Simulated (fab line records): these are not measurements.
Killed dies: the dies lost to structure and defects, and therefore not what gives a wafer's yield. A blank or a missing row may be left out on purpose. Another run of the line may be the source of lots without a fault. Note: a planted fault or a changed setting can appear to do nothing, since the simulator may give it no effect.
Matching of chambers / flow n5Finfet / N5_HKMG_FIN_NWFM_ALD_20 on aldMetal-02 has 4 sister chambers
The step deposits TiAlC, target thk 2 nm, pulse time 3 s, purge time 2 s. 16 wafers are shown with their chamber, then 8 later ones without.

## WAFERS, EACH WITH ITS CHAMBER
wafer=L077.3; chamber=2; heaterPowerW (W)=504; chamberPressureTorr (Torr)=2.999; precursorPulseHeightRel=1.021
wafer=L077.4; chamber=3; heaterPowerW (W)=387; chamberPressureTorr (Torr)=2.998; precursorPulseHeightRel=0.993
wafer=L077.6; chamber=0; heaterPowerW (W)=437; chamberPressureTorr (Torr)=3.000; precursorPulseHeightRel=0.984
wafer=L080.4; chamber=3; heaterPowerW (W)=387; chamberPressureTorr (Torr)=3.003; precursorPulseHeightRel=1.016
wafer=L080.5; chamber=0; heaterPowerW (W)=448; chamberPressureTorr (Torr)=3.010; precursorPulseHeightRel=0.954
wafer=L080.6; chamber=1; heaterPowerW (W)=495; chamberPressureTorr (Torr)=2.999; precursorPulseHeightRel=0.990
wafer=L081.1; chamber=1; heaterPowerW (W)=506; chamberPressureTorr (Torr)=2.995; precursorPulseHeightRel=1.031
wafer=L081.2; chamber=0; heaterPowerW (W)=441; chamberPressureTorr (Torr)=3.004; precursorPulseHeightRel=1.048
wafer=L081.5; chamber=2; heaterPowerW (W)=506; chamberPressureTorr (Torr)=3.008; precursorPulseHeightRel=1.006
wafer=L084.3; chamber=2; heaterPowerW (W)=509; chamberPressureTorr (Torr)=2.996; precursorPulseHeightRel=0.988
wafer=L084.4; chamber=3; heaterPowerW (W)=382; chamberPressureTorr (Torr)=2.991; precursorPulseHeightRel=0.989
wafer=L084.5; chamber=1; heaterPowerW (W)=482; chamberPressureTorr (Torr)=3.007; precursorPulseHeightRel=1.001
wafer=L089.2; chamber=1; heaterPowerW (W)=499; chamberPressureTorr (Torr)=3.005; precursorPulseHeightRel=0.972
wafer=L089.4; chamber=0; heaterPowerW (W)=438; chamberPressureTorr (Torr)=2.991; precursorPulseHeightRel=0.959
wafer=L089.6; chamber=2; heaterPowerW (W)=520; chamberPressureTorr (Torr)=2.998; precursorPulseHeightRel=0.989
wafer=L090.3; chamber=1; heaterPowerW (W)=500; chamberPressureTorr (Torr)=3.004; precursorPulseHeightRel=1.004

SIGNATURES (means of the wafers above)
reading=heaterPowerW; chamber 0=441.00; chamber 1=496.40; chamber 2=509.75; chamber 3=385.33; scatter within a chamber=6.86
reading=chamberPressureTorr; chamber 0=3.00125; chamber 1=3.00200; chamber 2=3.00025; chamber 3=2.99733; scatter within a chamber=0.00608
reading=precursorPulseHeightRel; chamber 0=0.98625; chamber 1=0.99960; chamber 2=1.00100; chamber 3=0.99933; scatter within a chamber=0.0268
Rule: distance of a wafer from a chamber = root of the sum over the readings of ((wafer's reading minus chamber's mean) / reading's scatter) squared. If the next closest chamber is less than 2 further off than the closest, the wafer can't be placed; otherwise it belongs to the closest. The scatter: the root of (the sum of the squares of (reading less its chamber's mean) over the shown wafers, divided by (wafers less chambers)).

## WAFERS WHOSE CHAMBER IS MISSING
wafer=L090.5; heaterPowerW (W)=494; chamberPressureTorr (Torr)=2.998; precursorPulseHeightRel=0.981
wafer=L090.6; heaterPowerW (W)=450; chamberPressureTorr (Torr)=3.000; precursorPulseHeightRel=0.957
wafer=L093.2; heaterPowerW (W)=508; chamberPressureTorr (Torr)=2.997; precursorPulseHeightRel=0.993
wafer=L093.4; heaterPowerW (W)=509; chamberPressureTorr (Torr)=3.003; precursorPulseHeightRel=1.012
wafer=L093.5; heaterPowerW (W)=439; chamberPressureTorr (Torr)=3.003; precursorPulseHeightRel=0.995
wafer=L095.1; heaterPowerW (W)=442; chamberPressureTorr (Torr)=3.000; precursorPulseHeightRel=0.992
wafer=L095.4; heaterPowerW (W)=383; chamberPressureTorr (Torr)=3.000; precursorPulseHeightRel=1.021
wafer=L095.5; heaterPowerW (W)=437; chamberPressureTorr (Torr)=3.006; precursorPulseHeightRel=0.994

## CHAMBER TAKEN BY EACH
wafer=L090.5; from the rows above=can't be placed: 1 or 2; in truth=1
wafer=L090.6; from the rows above=0; in truth=0
wafer=L093.2; from the rows above=can't be placed: 2 or 1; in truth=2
wafer=L093.4; from the rows above=can't be placed: 2 or 1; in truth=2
wafer=L093.5; from the rows above=0; in truth=0
wafer=L095.1; from the rows above=0; in truth=0
wafer=L095.4; from the rows above=3; in truth=3
wafer=L095.5; from the rows above=0; in truth=0
Correct placement for 5 of the 8. Cannot be placed on the basis of these rows: 3; the candidates contain the true chamber in 3. Number placed wrongly: 0.
